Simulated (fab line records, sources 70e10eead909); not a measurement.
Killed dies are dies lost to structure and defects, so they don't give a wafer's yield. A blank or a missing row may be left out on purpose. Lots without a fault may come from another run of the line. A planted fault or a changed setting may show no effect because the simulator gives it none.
Which tool did it? | flow nand_harc | 12 lots, 36 wafers sampled, at 6 steps of a route of 1159

WHAT THE GAUGES READ, wafer by wafer
NHARC_P_GATE_CD_MEAS_59: target cd 720 nm. Usual: cd_nm 719.7 nm, standard deviation 1.1.
lot  | measured     | on        | cd_nm (nm)        | flag
L200 | day 5 15:25  | cd_sem-03 | 719.4 721.6 719.9 |
L201 | day 5 22:29  | cd_sem-01 | 720.5 719.9 719.3 |
L204 | day 6 20:01  | cd_sem-01 | 720.5 719.6 719.4 |
L203 | day 6 22:23  | cd_sem-03 | 720.0 718.9 719.7 |
L205 | day 7 02:45  | cd_sem-02 | 845.1 844.6 843.9 | OFF
L213 | day 9 00:52  | cd_sem-03 | 719.1 721.4 721.5 |
L215 | day 9 13:31  | cd_sem-02 | 719.0 717.8 718.9 |
L216 | day 9 13:13  | cd_sem-01 | 719.4 719.6 722.6 |
L217 | day 9 20:29  | cd_sem-03 | 719.8 720.6 720.3 |
L218 | day 10 04:26 | cd_sem-03 | 720.2 721.4 721.4 |
L219 | day 10 13:27 | cd_sem-03 | 719.1 718.8 718.3 |
L220 | day 10 19:43 | cd_sem-03 | 718.2 720.0 718.3 |

NHARC_END_SORT_01. Usual: killed_at_array 28, standard deviation 11; killed_at_other 0.8, standard deviation 1.3; killed_at_periphery 3.6, standard deviation 2.5; killed_dies 32, standard deviation 11; killed_open 3.0, standard deviation 1.8; killed_short 2.0, standard deviation 1.5.
lot  | measured     | on        | killed_at_array | killed_at_other | killed_at_periphery | killed_dies | killed_open | killed_short | flag
L205 | day 21 13:03 | prober-01 | 11 7 14         | 0 0 0           | 318 314 288         | 329 321 302 | 1 1 2       | 1 1 1        | OFF

WHICH TOOL RAN EACH LOT (tool, then ch and the chambers of the sampled wafers, then the start)
lot  | NHARC_P_GATE_DESCUM_13            | NHARC_P_GATE_STRIP_101             | NHARC_P_GATE_EXPOSE_56            | NHARC_P_GATE_RTA_64
L200 | rie_diel-11 ch 0,2, day 4 10:52   | rie_diel-01 ch 2,3, day 5 12:48    | krf_scanner-04 ch 0, day 5 15:15  | rtp_anneal-02 ch 0, day 5 18:57
L201 | rie_diel-01 ch 0,2,3, day 4 19:01 | rie_diel-01 ch 1,2,3, day 5 19:48  | krf_scanner-04 ch 0, day 5 22:20  | rtp_anneal-02 ch 0, day 6 02:03
L204 | rie_diel-07 ch 0,3, day 5 12:03   | rie_diel-07 ch 1,2,3, day 6 17:13  | krf_scanner-03 ch 0, day 6 19:52  | rtp_anneal-02 ch 0, day 6 23:37
L203 | rie_diel-11 ch 2,3, day 5 12:17   | rie_diel-07 ch 0,3, day 6 19:41    | krf_scanner-04 ch 0, day 6 22:14  | rtp_anneal-01 ch 0, day 7 02:05
L205 | rie_diel-07 ch 0,1,2, day 5 21:17 | rie_diel-11 ch 0,3, day 7 00:04    | krf_scanner-03 ch 0, day 7 02:35  | rtp_anneal-02 ch 0, day 7 06:22
L213 | rie_diel-07 ch 0,3, day 7 20:08   | rie_diel-01 ch 1,2,3, day 8 21:53  | krf_scanner-03 ch 0, day 9 00:43  | rtp_anneal-02 ch 0, day 9 04:23
L215 | rie_diel-07 ch 1,2,3, day 8 10:01 | rie_diel-07 ch 0,1, day 9 10:46    | krf_scanner-03 ch 0, day 9 13:22  | rtp_anneal-02 ch 0, day 9 17:18
L216 | rie_diel-07 ch 1,2,3, day 8 10:10 | rie_diel-11 ch 0,2,3, day 9 10:38  | krf_scanner-03 ch 0, day 9 13:03  | rtp_anneal-01 ch 0, day 9 16:44
L217 | rie_diel-11 ch 1,2,3, day 8 16:59 | rie_diel-07 ch 0,1,3, day 9 18:03  | krf_scanner-03 ch 0, day 9 20:20  | rtp_anneal-01 ch 0, day 10 00:11
L218 | rie_diel-07 ch 1,3, day 9 01:16   | rie_diel-07 ch 0,2,3, day 10 02:00 | krf_scanner-03 ch 0, day 10 04:16 | rtp_anneal-02 ch 0, day 10 07:50
L219 | rie_diel-07 ch 1,2, day 9 09:04   | rie_diel-11 ch 1,2,3, day 10 10:44 | krf_scanner-02 ch 0, day 10 13:17 | rtp_anneal-01 ch 0, day 10 17:54
L220 | rie_diel-01 ch 1,2,3, day 9 15:05 | rie_diel-01 ch 1,3, day 10 17:08   | krf_scanner-03 ch 0, day 10 19:33 | rtp_anneal-02 ch 0, day 10 23:20
- NHARC_P_GATE_DESCUM_13: chemistry O2, time 3 s.
- NHARC_P_GATE_STRIP_101: strips in O2, time 20 s.
- NHARC_P_GATE_EXPOSE_56: exposes mask P PSD, target cd 720 nm.
- NHARC_P_GATE_RTA_64: time 1 s.

WHAT THE TOOLS THEMSELVES READ (means of the sampled wafers that have a number; where no wafer has one, the mark that the record gives instead)
NHARC_P_GATE_DESCUM_13. Usual: drypump_motor_current_A 5.81 A, standard deviation 0.26; oes_product_au 1.000 a.u., standard deviation 0.0079; rf_vpp_V 57.8 V, standard deviation 0.97; showerhead_plenum_p_Torr 1.90 Torr, standard deviation 0.078; throttle_valve_pct 11.310 %, standard deviation 0.0085.
lot  | tool        | drypump_motor_current_A (A) | oes_product_au (a.u.) | rf_vpp_V (V) | showerhead_plenum_p_Torr (Torr) | throttle_valve_pct (%) | flag
L200 | rie_diel-11 | 5.47                        | 1.012                 | 57.4         | 1.95                            | 11.305                 |
L201 | rie_diel-01 | 5.95                        | 1.003                 | 59.1         | 1.93                            | 11.308                 |
L204 | rie_diel-07 | 5.64                        | 0.997                 | 57.4         | 1.91                            | 11.308                 |
L203 | rie_diel-11 | 5.64                        | 1.002                 | 57.3         | 1.81                            | 11.309                 |
L205 | rie_diel-07 | 5.86                        | 1.000                 | 58.0         | 1.87                            | 11.305                 |
L213 | rie_diel-07 | 5.66                        | 0.989                 | 58.5         | 1.91                            | 11.318                 |
L215 | rie_diel-07 | 5.75                        | 0.994                 | 57.6         | 1.91                            | 11.310                 |
L216 | rie_diel-07 | 5.75                        | 0.993                 | 57.4         | 1.91                            | 11.313                 |
L217 | rie_diel-11 | 5.89                        | 0.998                 | 57.8         | 1.85                            | 11.318                 |
L218 | rie_diel-07 | 5.66                        | 1.003                 | 58.0         | 1.90                            | 11.308                 |
L219 | rie_diel-07 | 5.87                        | 1.010                 | 58.6         | 1.86                            | 11.312                 |
L220 | rie_diel-01 | 5.79                        | 0.998                 | 57.4         | 1.84                            | 11.317                 |

NHARC_P_GATE_STRIP_101. Usual: drypump_motor_current_A 5.81 A, standard deviation 0.27; oes_product_au 0.999 a.u., standard deviation 0.0079; rf_vpp_V 57.7 V, standard deviation 0.9; showerhead_plenum_p_Torr 3.50 Torr, standard deviation 0.14; throttle_valve_pct 17.036 %, standard deviation 0.0094.
lot  | tool        | drypump_motor_current_A (A) | oes_product_au (a.u.) | rf_vpp_V (V) | showerhead_plenum_p_Torr (Torr) | throttle_valve_pct (%) | flag
L200 | rie_diel-01 | 5.74                        | 1.003                 | 58.0         | 3.46                            | 17.037                 |
L201 | rie_diel-01 | 5.80                        | 0.999                 | 56.2         | 3.43                            | 17.033                 |
L204 | rie_diel-07 | 5.77                        | 1.005                 | 57.9         | 3.52                            | 17.055                 |
L203 | rie_diel-07 | 5.77                        | 0.996                 | 58.7         | 3.46                            | 17.034                 |
L205 | rie_diel-11 | 5.55                        | 0.997                 | 57.9         | 3.61                            | 17.042                 |
L213 | rie_diel-01 | 5.80                        | 1.008                 | 56.3         | 3.42                            | 17.044                 |
L215 | rie_diel-07 | 5.86                        | 1.001                 | 56.9         | 3.39                            | 17.035                 |
L216 | rie_diel-11 | 5.56                        | 1.004                 | 58.0         | 3.63                            | 17.035                 |
L217 | rie_diel-07 | 5.78                        | 0.995                 | 57.9         | 3.45                            | 17.042                 |
L218 | rie_diel-07 | 5.76                        | 0.996                 | 57.9         | 3.52                            | 17.031                 |
L219 | rie_diel-11 | 5.89                        | 0.994                 | 58.1         | 3.59                            | 17.029                 |
L220 | rie_diel-01 | 5.90                        | 1.005                 | 58.0         | 3.38                            | 17.031                 |

NHARC_P_GATE_RTA_64. Usual: lamp_power_pct 34.0 %, standard deviation 2.1; lamp_zone_5_pct 34.0 %, standard deviation 2.1; wafer_temp_C_max 1056.4, standard deviation 1.2.
lot  | tool          | lamp_power_pct (%) | lamp_zone_5_pct (%) | wafer_temp_C_max | flag
L200 | rtp_anneal-02 | 32.4               | 32.4                | 1056.9           |
L201 | rtp_anneal-02 | 32.4               | 32.3                | 1056.0           |
L204 | rtp_anneal-02 | 32.4               | 32.4                | 1055.9           |
L203 | rtp_anneal-01 | 36.8               | 36.7                | 1055.6           |
L205 | rtp_anneal-02 | 32.3               | 32.4                | 1056.9           |
L213 | rtp_anneal-02 | 32.4               | 32.4                | 1056.4           |
L215 | rtp_anneal-02 | 32.4               | 32.4                | 1057.2           |
L216 | rtp_anneal-01 | 36.7               | 36.7                | 1055.1           |
L217 | rtp_anneal-01 | 36.7               | 36.7                | 1055.4           |
L218 | rtp_anneal-02 | 32.4               | 32.3                | 1057.1           |
L219 | rtp_anneal-01 | 36.8               | 36.7                | 1056.2           |
L220 | rtp_anneal-02 | 32.3               | 32.3                | 1056.5           |

THE ANSWER, worked out from the rows above alone
Rule: a lot is off if the mean of its wafers that have a number lies more than 3 standard deviations from the usual mean. A lot without any number at a reading at which 4 lots or more have one is off too. The other lots that the step has rows for count as sound. The gauges are gone through in route order, then the tools' own readings, and for those a lot's mean is taken as printed above. The first step at which some lot is off is used, and at that step the reading that is off furthest; a lot without a number counts as furthest.
Off: L205, at NHARC_P_GATE_CD_MEAS_59 (cd_nm).
A tool fits if, at a process step before that reading, it ran every lot that is off, and no sound lot after the first of them. The gauges at NHARC_P_GATE_CD_MEAS_59 aren't tried: what is off there is off at NHARC_END_SORT_01 too, on other tools, and a gauge's error can't cause that. None of those tried fits.

WHAT THE SIMULATOR HAD PUT IN
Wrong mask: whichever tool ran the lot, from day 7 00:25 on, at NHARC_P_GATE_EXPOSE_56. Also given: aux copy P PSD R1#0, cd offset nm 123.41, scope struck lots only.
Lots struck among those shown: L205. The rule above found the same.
